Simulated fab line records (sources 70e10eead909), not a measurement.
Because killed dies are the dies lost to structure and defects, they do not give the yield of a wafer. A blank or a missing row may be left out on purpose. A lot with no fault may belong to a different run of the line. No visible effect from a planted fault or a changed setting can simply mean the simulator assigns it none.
fab line records | flow nand_harc
record: lots: 15 | wafers: 45 | last_day: 23
route steps=1159 shown P_GATE@170
lots untouched by any fault: they come from a run of this same line in which no faults occurred
start_h: the number of hours between the record's first day and the start of the first shown wafer of the lot | wait_h: hours from the lot's prior step to this one | " identical to the entry in the row above | L1.1+2: a single row standing in for several wafers | - no value, or no start given | * or withheld: withheld | < > ~ a bound
route shown NAME@n: a module of which the file shows steps, and the number in the route of the first | usual: mean/standard deviation taken from wafers without a fault | same: alike in all rows | chamber/n: place in a boat | sites: the reading at each site | _std_site: the values' standard deviation | _edge_site: inner sites' mean taken away from outer sites' mean | radius_mm: for every site, how far away it sits from the centre of the wafer | mask NAME#n: copy n | behind: the most recent tool/chamber to have shaped the wafer | hold: what put the lot on hold/how long, in hours/how the hold closed | device: names the non-switching transistor (n, p or np) | end of line: the tests these same wafers got at the end of their route | a step without rows: its recipe alone | killed: at the first sort, the dies lost to defects and structure; wafer yield is something else | map: a wafer's dies, x killed, . not, _ none there
set.NAME: setting as actually run; set.NAME@STEP: the setting as run at that earlier step | model.NAME: the simulator's own value behind a step, which no gauge read
route steps across a sampled set of lots; one table per step, one row per wafer
services: from which hour (start_h, from the record's first day; less than 0 if before it) a tool's chamber was out of use, for how many hours, and why
== steps ==
step: NHARC_P_GATE_CD_MEAS_46
recipe: target_cd_nm: 720 | landing_energy_ev: 500
usual: cd_nm: 719.7/1.5
lot.wafer | tool      | chamber | start_h | wait_h | cd_nm
L183.1    | cd_sem-03 | 0       | 100.68  | -      | 719.5
L183.2    | "         | 0       | "       | "      | 720.8
L183.5    | "         | 0       | "       | "      | 720.6
L184.1    | cd_sem-03 | 0       | 101.78  | -      | 720.7
L184.4    | "         | 0       | "       | "      | 716.0
L184.5    | "         | 0       | "       | "      | 717.1
L185.1    | cd_sem-02 | 0       | 112.34  | -      | 718.2
L185.4    | "         | 0       | "       | "      | 718.0
L185.6    | "         | 0       | "       | "      | 721.2
L186.2    | cd_sem-03 | 0       | 112.63  | -      | 719.5
L186.4    | "         | 0       | "       | "      | 719.6
L186.6    | "         | 0       | "       | "      | 720.0
L187.1    | cd_sem-02 | 0       | 123.45  | -      | 721.6
L187.3    | "         | 0       | "       | "      | 721.2
L187.5    | "         | 0       | "       | "      | 719.5
L189.3    | cd_sem-02 | 0       | 134.08  | -      | 717.9
L189.4    | "         | 0       | "       | "      | 718.8
L189.5    | "         | 0       | "       | "      | 719.2
L188.2    | cd_sem-01 | 0       | 136.40  | -      | 720.7
L188.5    | "         | 0       | "       | "      | 718.1
L188.6    | "         | 0       | "       | "      | 718.7
L191.1    | cd_sem-03 | 0       | 144.82  | -      | 722.6
L191.5    | "         | 0       | "       | "      | 722.5
L191.6    | "         | 0       | "       | "      | 720.2
L190.2    | cd_sem-02 | 0       | 144.98  | -      | 716.9
L190.5    | "         | 0       | "       | "      | 719.8
L190.6    | "         | 0       | "       | "      | 715.7
L192.1    | cd_sem-03 | 0       | 160.59  | -      | 717.9
L192.2    | "         | 0       | "       | "      | 718.0
L192.3    | "         | 0       | "       | "      | 716.3
L193.1    | cd_sem-01 | 0       | 161.16  | -      | 720.0
L193.3    | "         | 0       | "       | "      | 720.4
L193.4    | "         | 0       | "       | "      | 717.6
L197.3    | cd_sem-01 | 0       | 183.40  | -      | 720.4
L197.5    | "         | 0       | "       | "      | 720.0
L197.6    | "         | 0       | "       | "      | 722.4
L194.4    | cd_sem-01 | 0       | 183.56  | -      | 718.5
L194.5    | "         | 0       | "       | "      | 719.3
L194.6    | "         | 0       | "       | "      | 720.4
L195.1    | cd_sem-01 | 0       | 183.87  | -      | 719.8
L195.2    | "         | 0       | "       | "      | 720.2
L195.3    | "         | 0       | "       | "      | 718.6
L202.1    | cd_sem-02 | 0       | 210.26  | -      | 721.0
L202.2    | "         | 0       | "       | "      | 718.0
L202.6    | "         | 0       | "       | "      | 717.2
step: NHARC_P_GATE_STRIP_76
recipe: power_w: 1500 | temp_c: 250 | chemistry: O2
usual: drypump_motor_current_A: 6.1/0.49 | heater_power_w: 333/23
lot.wafer | tool            | chamber | start_h | wait_h | drypump_motor_current_A | heater_power_w | rf_hours_counter_h
L183.1    | plasma_asher-02 | 0       | 103.58  | 0.2    | 6.5                     | 350            | 36
L183.2    | "               | 1       | "       | "      | 5.6                     | 347            | 36
L183.5    | "               | 1       | "       | "      | 5.6                     | 328            | -
L184.1    | plasma_asher-02 | 1       | 104.66  | 0.2    | 5.6                     | 336            | 37
L184.4    | "               | 0       | "       | "      | 6.4                     | 347            | -
L184.5    | "               | 0       | "       | "      | 6.5                     | 347            | -
L185.1    | plasma_asher-02 | 0       | 114.90  | 0.2    | 6.4                     | 348            | 43
L185.4    | "               | 0       | "       | "      | 6.5                     | 346            | -
L185.6    | "               | 1       | "       | "      | 5.6                     | 321            | -
L186.2    | plasma_asher-02 | 0       | 115.28  | 0.2    | 6.5                     | 345            | 43
L186.4    | "               | 0       | "       | "      | 6.5                     | 341            | -
L186.6    | "               | 1       | "       | "      | 5.6                     | 334            | -
L187.1    | plasma_asher-02 | 1       | 125.88  | 0.2    | 5.6                     | 329            | 46
L187.3    | "               | 1       | "       | "      | 5.6                     | 330            | -
L187.5    | "               | 0       | "       | "      | 6.5                     | 340            | -
L189.4    | plasma_asher-02 | 1       | 136.53  | 0.2    | 5.6                     | 335            | -
L189.3    | "               | 0       | "       | "      | 6.5                     | 343            | -
L189.5    | "               | 1       | "       | "      | 5.6                     | 328            | -
L188.2    | plasma_asher-02 | 0       | 138.94  | 0.2    | 6.5                     | 351            | 50
L188.5    | "               | 0       | "       | "      | 6.5                     | 351            | -
L188.6    | "               | 1       | "       | "      | 5.6                     | 320            | -
L191.1    | plasma_asher-02 | 0       | 147.43  | 0.2    | 6.5                     | 353            | 52
L191.5    | "               | 0       | "       | "      | 6.5                     | 343            | -
L191.6    | "               | 1       | "       | "      | 5.6                     | 330            | -
L190.2    | plasma_asher-01 | 0       | 147.61  | 0.2    | 6.7                     | 287            | 13
L190.6    | "               | 0       | "       | "      | 6.7                     | 290            | -
L190.5    | "               | 1       | "       | "      | 5.4                     | 353            | -
L192.1    | plasma_asher-01 | 0       | 163.15  | 0.2    | 6.7                     | 295            | 18
L192.2    | "               | 1       | "       | "      | 5.5                     | 363            | 18
L192.3    | "               | 0       | "       | "      | 6.7                     | 291            | -
L193.1    | plasma_asher-02 | 1       | 163.87  | 0.2    | 5.6                     | 327            | 58
L193.4    | "               | 0       | "       | "      | 6.5                     | 349            | -
L193.3    | "               | 1       | "       | "      | 5.6                     | 330            | -
L197.3    | plasma_asher-01 | 0       | 185.95  | 0.1    | 6.8                     | 284            | -
L197.6    | "               | 1       | "       | "      | 5.5                     | 362            | -
L197.5    | "               | 0       | "       | "      | 6.7                     | 288            | -
L194.4    | plasma_asher-01 | 0       | 186.36  | 0.2    | 6.7                     | 293            | -
L194.6    | "               | 0       | "       | "      | 6.7                     | 290            | -
L194.5    | "               | 1       | "       | "      | 5.5                     | 362            | -
L195.2    | plasma_asher-01 | 1       | 186.77  | 0.2    | 5.5                     | 360            | 26
L195.1    | "               | 0       | "       | "      | 6.7                     | 287            | 26
L195.3    | "               | 0       | "       | "      | 6.7                     | 290            | -
L202.1    | plasma_asher-02 | 0       | 212.73  | 0.2    | 6.5                     | 339            | 8
L202.2    | "               | 1       | "       | "      | 5.6                     | 312            | 8
L202.6    | "               | 1       | "       | "      | 5.6                     | 324            | -
step: NHARC_P_GATE_SPUTTER_78
recipe: target_thk_a: 100 | material: Ni
lot.wafer  | tool           | chamber | start_h | wait_h
L183.1+2+5 | pvd_sputter-01 | -       | 106.79  | -
L184.1+4+5 | pvd_sputter-01 | -       | 109.22  | -
L185.4+1+6 | pvd_sputter-01 | -       | 118.06  | -
L186.4+2+6 | pvd_sputter-02 | -       | 118.48  | -
L187.1+3+5 | pvd_sputter-02 | -       | 129.00  | -
L189.3+4+5 | pvd_sputter-02 | -       | 139.51  | -
L188.2+6+5 | pvd_sputter-03 | -       | 142.11  | -
L191.1+5+6 | pvd_sputter-03 | -       | 150.75  | -
L190.2+6+5 | pvd_sputter-01 | -       | 150.77  | -
L192.1+3+2 | pvd_sputter-03 | -       | 166.15  | -
L193.1+3+4 | pvd_sputter-01 | -       | 167.01  | -
L197.3+5+6 | pvd_sputter-01 | -       | 189.64  | -
L197.3+5+6 | pvd_sputter-01 | -       | 189.87  | -
L194.4+6+5 | pvd_sputter-03 | -       | 190.45  | -
L195.2+1+3 | pvd_sputter-03 | -       | 191.34  | -
L195.2+1+3 | pvd_sputter-03 | -       | 191.58  | -
L202.1+2+6 | pvd_sputter-01 | -       | 215.79  | -
L202.1+2+6 | pvd_sputter-01 | -       | 216.03  | -
step: NHARC_P_GATE_INSPECT_68
usual: raw_defect_count: 212/92
lot.wafer | tool              | chamber | start_h | wait_h | raw_defect_count
L183.1    | defect_inspect-01 | -       | 107.64  | 0.2    | 157
L183.2    | "                 | -       | "       | "      | 219
L183.5    | "                 | -       | "       | "      | 174
L184.1    | defect_inspect-01 | -       | 110.10  | 0.2    | 120
L184.4    | "                 | -       | "       | "      | 141
L184.5    | "                 | -       | "       | "      | 146
L185.1    | defect_inspect-02 | -       | 118.90  | 0.2    | 158
L185.4    | "                 | -       | "       | "      | 360
L185.6    | "                 | -       | "       | "      | 237
L186.2    | defect_inspect-01 | -       | 119.32  | 0.1    | 155
L186.4    | "                 | -       | "       | "      | 155
L186.6    | "                 | -       | "       | "      | 226
L187.1    | defect_inspect-02 | -       | 129.87  | 0.2    | 175
L187.3    | "                 | -       | "       | "      | 117
L187.5    | "                 | -       | "       | "      | 204
L189.3    | defect_inspect-01 | -       | 140.36  | 0.1    | 173
L189.4    | "                 | -       | "       | "      | 177
L189.5    | "                 | -       | "       | "      | 159
L188.2    | defect_inspect-02 | -       | 142.97  | 0.1    | 128
L188.5    | "                 | -       | "       | "      | 300
L188.6    | "                 | -       | "       | "      | 123
L191.1    | defect_inspect-02 | -       | 151.97  | 0.3    | 186
L191.5    | "                 | -       | "       | "      | 142
L191.6    | "                 | -       | "       | "      | 223
L190.2    | defect_inspect-01 | -       | 152.09  | 0.1    | 193
L190.5    | "                 | -       | "       | "      | 117
L190.6    | "                 | -       | "       | "      | 194
L192.1    | defect_inspect-02 | -       | 167.05  | 0.2    | 130
L192.2    | "                 | -       | "       | "      | 223
L192.3    | "                 | -       | "       | "      | 196
L193.1    | defect_inspect-02 | -       | 167.87  | 0.2    | 390
L193.3    | "                 | -       | "       | "      | 518
L193.4    | "                 | -       | "       | "      | 609
L197.3    | defect_inspect-01 | -       | 191.20  | 0.1    | 211
L197.5    | "                 | -       | "       | "      | 370
L197.6    | "                 | -       | "       | "      | 220
L194.4    | defect_inspect-02 | -       | 191.34  | 0.1    | 194
L194.5    | "                 | -       | "       | "      | 191
L194.6    | "                 | -       | "       | "      | 311
L195.1    | defect_inspect-02 | -       | 192.75  | 0.2    | 248
L195.2    | "                 | -       | "       | "      | 359
L195.3    | "                 | -       | "       | "      | 416
L202.1    | defect_inspect-02 | -       | 216.97  | 0.2    | 268
L202.2    | "                 | -       | "       | "      | 138
L202.6    | "                 | -       | "       | "      | 133
== services ==
tool            | chamber | start_h | hours | kind
plasma_asher-01 | -       | 99.00   | 9.0   | pm
plasma_asher-01 | 0       | 99.00   | 9.0   | vent_cycle
plasma_asher-01 | 1       | 99.00   | 9.0   | vent_cycle
pvd_sputter-03  | -       | 102.00  | 10.0  | pm
plasma_asher-01 | 0       | 108.00  | -     | clean
plasma_asher-01 | 1       | 108.00  | -     | clean
pvd_sputter-01  | -       | 171.28  | 10.0  | pm
plasma_asher-02 | -       | 183.00  | 9.0   | pm
plasma_asher-02 | 0       | 183.00  | 9.0   | vent_cycle
plasma_asher-02 | 1       | 183.00  | 9.0   | vent_cycle
pvd_sputter-03  | -       | 183.89  | 4.5   | repair
plasma_asher-02 | 0       | 192.00  | -     | clean
plasma_asher-02 | 1       | 192.00  | -     | clean
pvd_sputter-02  | -       | 213.63  | 2.5   | repair
== key ==
first_sign: step: NHARC_P_GATE_SPUTTER_78 | reading: visit | direction: added
effect none on later readings
met_at NHARC_P_GATE_SPUTTER_78
struck_lots L195,L197,L202
rows_end L195.1,L195.2,L195.3,L197.3,L197.5,L197.6
tester_left_out L202
not_acting_at NHARC_P_GATE_CD_MEAS_46,NHARC_P_GATE_STRIP_76,NHARC_P_GATE_INSPECT_68
fault: kind: repeated_step_whole | tool: pvd_sputter-01,pvd_sputter-02,pvd_sputter-03 | chamber: - | onset_h: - | steps: NHARC_P_GATE_SPUTTER_78 | times: 1 | scope: struck_lots_only
tester_left_out: of these lots the tester's yield and bins aren't shown, on N5 and GAA mostly nor the transistor test; their killed dies are dies lost to structure and defects alone, not to doping, threshold or leakage, so they don't give the yield
rows_end: these wafers met a further fault down the route, and their rows from its step on are left out
